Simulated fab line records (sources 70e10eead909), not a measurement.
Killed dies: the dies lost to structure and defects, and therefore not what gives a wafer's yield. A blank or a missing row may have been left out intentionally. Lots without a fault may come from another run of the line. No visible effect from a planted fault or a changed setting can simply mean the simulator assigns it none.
Chamber matching	flow nand_harc	NHARC_A_STAIRCASE_ETCH_292 on rie_diel-05: 4 sister chambers
The step etches the open film in CF4/CHF3. 24 wafers are shown with their chamber, then 12 later ones without.

## EACH WAFER AND ITS CHAMBER
wafer	chamber	drypump_motor_current_A (A)	showerhead_plenum_p_Torr (Torr)	rf_vpp_V (V)
L075.3	1	5.2	1.62	372.6
L075.4	0	6.5	1.51	369.4
L075.6	3	6.7	1.50	369.7
L076.1	2	5.3	1.59	370.2
L076.2	3	6.7	1.50	368.3
L076.4	1	5.2	1.62	370.8
L077.1	0	6.5	1.51	369.5
L077.2	3	6.6	1.50	369.1
L077.3	1	5.2	1.61	372.0
L074.2	1	5.2	1.61	372.0
L074.5	3	6.7	1.50	367.9
L074.6	2	5.3	1.59	371.3
L082.1	2	5.3	1.59	371.9
L082.2	3	6.7	1.50	366.6
L082.3	1	5.2	1.61	371.2
L083.4	1	5.2	1.61	372.1
L083.5	0	6.5	1.50	368.6
L083.6	1	5.2	1.61	371.3
L085.4	1	5.2	1.61	372.8
L085.5	0	6.5	1.50	367.9
L085.6	1	5.2	1.61	371.2
L087.3	0	6.5	1.50	369.0
L087.4	2	5.3	1.59	370.6
L087.5	3	6.7	1.49	369.7

SIGNATURES (means of the wafers above)
reading	chamber 0	chamber 1	chamber 2	chamber 3	scatter within a chamber
drypump_motor_current_A	6.500	5.200	5.300	6.683	0.0204
showerhead_plenum_p_Torr	1.5040	1.6122	1.5900	1.4983	0.00424
rf_vpp_V	368.880	371.778	371.000	368.550	0.849
Rule: for each reading, subtract the chamber's mean from the wafer's reading, divide by that reading's scatter and square the result; add these up over the readings and take the root, which gives the wafer's distance from the chamber. The wafer belongs to the nearest chamber; if the next one is less than 2 further off, it can't be placed. The scatter is the square root of a quotient: the sum, over the shown wafers, of each reading's squared deviation from its chamber's mean, divided by wafers minus chambers.

## WAFERS WHOSE CHAMBER IS MISSING
wafer	drypump_motor_current_A (A)	showerhead_plenum_p_Torr (Torr)	rf_vpp_V (V)
L092.1	5.3	1.59	370.7
L092.5	5.3	1.59	370.8
L092.6	5.2	1.61	370.8
L094.3	5.3	1.59	369.9
L094.4	6.7	1.49	367.6
L094.5	6.5	1.50	368.2
L095.1	5.2	1.61	372.0
L095.2	6.7	1.49	367.5
L095.5	6.6	1.50	367.1
L097.2	5.3	1.58	371.1
L097.3	6.7	1.49	368.5
L097.6	6.7	1.49	365.5

## CHAMBER TAKEN BY EACH
wafer	from the rows above	in truth
L092.1	2	2
L092.5	2	2
L092.6	1	1
L094.3	2	2
L094.4	3	3
L094.5	0	0
L095.1	1	1
L095.2	3	3
L095.5	can't be placed: 3 or 0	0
L097.2	2	2
L097.3	3	3
L097.6	3	3
Correctly placed: 11 of 12. Cannot be placed on the basis of these rows: 1; the candidates contain the true chamber in 1. Number placed wrongly: 0.
